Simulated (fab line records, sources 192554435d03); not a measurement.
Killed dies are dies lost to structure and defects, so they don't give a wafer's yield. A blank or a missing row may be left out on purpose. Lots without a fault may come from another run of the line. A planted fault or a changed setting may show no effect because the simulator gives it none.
A struck lot beside a sound one | flow n5_finfet | 16 steps out of a route of 1938
Sound: wafers L769.1, L769.2, L769.4. Struck: wafer L762.3. (L762.2, L762.4 of the same lot were not struck and are left out.) The cause comes at the end.
At each step with rows: each side's tool, then ch and its chambers, then its first start. Under that, the readings that differ: sound wafers | struck wafers | difference of the means | sigmas: that difference in standard deviations of wafers without a fault.
alike: readings whose means differ by less than 2 such deviations, and words and numbers that are the same on both sides. not compared: withheld readings, readings that some wafer has no value for, bounds like >300 that may hide the same value, and numbers for which the record gives no deviation and whose values overlap.
The two part at a step that has a row with sigmas, a row that says differs or no value, or rows on one side only. Numbers that don't overlap but have no deviation are shown without sigmas and don't part them. A reading that every wafer of one side lacks parts them only if that side has two wafers or more.

N5_HKMG_FIN_STRIP_93: strips SOC in N2/H2, time 20 s.
  sound on rie_diel-02 ch 1,2,3, day 9 11:47; struck on rie_diel-02 ch 0, day 7 16:47
  alike: drypump_motor_current_A, oes_product_au, rf_vpp_V, showerhead_plenum_p_Torr, throttle_valve_pct
  not compared: rf_hours_counter_h
then, 1 step without rows for these wafers: N5_HKMG_FIN_WET_ETCH_76 (etches Al2O3 in dNH4OH, stops on La2O3, target depth 2.25 nm, rinse time 30 s).
N5_HKMG_FIN_STRIP_60: strips in N2/H2, time 360 s.
  sound on plasma_asher-02 ch 0,1, day 9 11:56; struck on plasma_asher-01 ch 1, day 7 16:56
  alike: drypump_motor_current_A, heater_power_w
  not compared: rf_hours_counter_h
then, 2 steps without rows for these wafers: N5_HKMG_FIN_WET_ETCH_77 (etches La2O3 in dHCl, stops on HfO2, target depth 2 nm); N5_HKMG_FIN_WET_ETCH_78 (etches Al2O3 in dNH4OH, stops on La2O3, target depth 4.5 nm, rinse time 30 s).
N5_HKMG_FIN_ALD_79: deposits TiN, target thk 1.5 nm, pulse time 1 s, purge time 3 s.
  sound on ald_metal-02 ch 0,1,3, day 9 12:25; struck on ald_metal-03 ch 0, day 7 17:26
  alike: heater_power_w, precursor_pulse_height_rel
  not compared: ald_cycles
N5_HKMG_FIN_CVD_62: deposits a-Si from Si2H6, target thk 3 nm, time 20.8 s.
  sound on thermal_cvd_si-01 ch 0,1, day 9 12:47; struck on thermal_cvd_si-02 ch 1, day 7 17:47
  alike: heater_power_w
then, 5 steps without rows for these wafers: N5_HKMG_FIN_RTA_80 (time 2 s); N5_HKMG_FIN_PRECLEAN_64 (cleans in dHF, time 30 s); N5_HKMG_FIN_WET_ETCH_65 (etches a-Si in TMAH, stops on TiN, time 49 s, target depth 3 nm); N5_HKMG_FIN_WET_ETCH_81 (etches TiN in SC1, stops on HfO2, time 57 s, target depth 6 nm); N5_HKMG_FIN_WET_ETCH_82 (etches La2O3 in dHCl, stops on HfO2, target depth 2 nm, rinse time 30 s).
N5_HKMG_FIN_ALD_36: deposits TiN, target thk 1 nm, pulse time 1 s, purge time 3 s.
  sound on ald_metal-01 ch 0,2,3, day 9 13:22; struck on ald_metal-03 ch 0, day 7 18:13
  reading    | sound    | struck | difference | sigmas
  ald_cycles | 47 47 47 | 38     | -9         |
  alike: heater_power_w, precursor_pulse_height_rel
N5_HKMG_FIN_THK_MEAS_70: measures by xrf.
  sound on film_metro-01, day 9 13:39; struck on film_metro-02, day 7 18:30
  alike: HK_THK
-- the record jumps here: 4 days lie between the struck wafers' starts before and after (it left off in module HKMG_FIN and takes up again in module BEOL_M4, whose first step shown is number 1111 of the route) --
N5_BEOL_M4_RC_MEAS_101:
  sound on prober-01 ch 0, day 13 20:00; struck on prober-02 ch 0, day 11 15:04
  reading        | sound          | struck | difference | sigmas
  IOFF_P (nA/um) | 0.27 0.26 0.25 | 0.18   | -0.08      | -2
  SS_N (mV/dec)  | 72.5 73.4 72.4 | 71.6   | -1.2       | -2
  alike: DIBL_N, DIBL_P, IOFF_N, ION_N, ION_P, SS_P, VT_N, VT_P
-- the record jumps here: 4 days lie between the struck wafers' starts before and after (it left off in module BEOL_M4 and takes up again in module PASSIVATION, whose first step shown is number 1936 of the route) --
N5_PASSIVATION_PROBE_49:
  sound on prober-02, day 17 18:07; struck on prober-02, day 15 23:05
  reading                  | sound          | struck | difference | sigmas
  defect_limited_yield (%) | 91.9 91.8 90.4 | 86.7   | -4.7       | -4
  killed_at_M4_up          | 16 12 6        | 23     | +12        | +3
  killed_at_front_end      | 32 36 45       | 72     | +34        | +3
  killed_dies              | 95 97 113      | 157    | +55        | +3
  killed_open              | 56 52 75       | 90     | +29        | +2
  killed_short             | 34 37 33       | 53     | +18        | +3
  sort_bin_5_function (%)  | 4.8 4.9 4.7    | 7.6    | +2.8       | +3
  sort_n_pass              | 1085 1083 1067 | 1023   | -55        | -3
  sort_yield_pct (%)       | 91.9 91.8 90.4 | 86.7   | -4.7       | -4
  alike: killed_at_M0_to_M3, killed_at_contacts, killed_at_other, sort_bin_6_memory

WHERE THEY PART
First at N5_BEOL_M4_RC_MEAS_101; last, within this record, at N5_PASSIVATION_PROBE_49.

WHY: what the simulator had put in
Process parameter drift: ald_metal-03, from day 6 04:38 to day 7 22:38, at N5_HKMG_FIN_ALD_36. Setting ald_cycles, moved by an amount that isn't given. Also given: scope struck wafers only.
